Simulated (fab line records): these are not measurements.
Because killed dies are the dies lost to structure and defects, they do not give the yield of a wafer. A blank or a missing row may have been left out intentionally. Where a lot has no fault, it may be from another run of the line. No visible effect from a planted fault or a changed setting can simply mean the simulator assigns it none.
Matching of chambers / flow n5Finfet / aldSin-03 running N5_MOL_CONTACT_COAG_ALD_27: 4 sister chambers
The step deposits SiOC, target thk 17 nm, pulse time 1.5 s, time 2720 s. 4 wafers are shown with their chamber, then 7 later ones without.

## WAFERS PAIRED WITH THEIR CHAMBERS
wafer=L080.3; chamber=3; heaterPowerW (W)=779
wafer=L081.5; chamber=1; heaterPowerW (W)=840
wafer=L087.1; chamber=0; heaterPowerW (W)=701
wafer=L087.4; chamber=2; heaterPowerW (W)=804

## WAFERS WITHOUT THEIR CHAMBER
wafer=L087.6; heaterPowerW (W)=712
wafer=L089.2; heaterPowerW (W)=844
wafer=L089.3; heaterPowerW (W)=712
wafer=L089.5; heaterPowerW (W)=714
wafer=L092.1; heaterPowerW (W)=850
wafer=L092.2; heaterPowerW (W)=691
wafer=L092.6; heaterPowerW (W)=791

## EACH ONE'S CHAMBER
wafer=L087.6; from the rows above=0; in truth=0
wafer=L089.2; from the rows above=1; in truth=1
wafer=L089.3; from the rows above=0; in truth=0
wafer=L089.5; from the rows above=0; in truth=0
wafer=L092.1; from the rows above=1; in truth=1
wafer=L092.2; from the rows above=0; in truth=0
wafer=L092.6; from the rows above=can't be placed: 3 or 2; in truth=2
Correct placement for 6 of the 7. From these rows, 1 cannot be placed; in 1 the true chamber is one of the candidates. 0 placed wrongly.
How it was worked out, from the rows above alone: a wafer's distance from a chamber is the root of the sum, over the readings, of the square of ((its reading less the chamber's mean) divided by the reading's scatter). If the next closest chamber is less than 2 further off than the closest, the wafer can't be placed; otherwise it belongs to the closest. For every chamber, the mean is computed from those of its wafers that are shown. The scatter: root of mean squared gap, hidden wafer to nearest shown wafer, with one shown wafer a chamber.
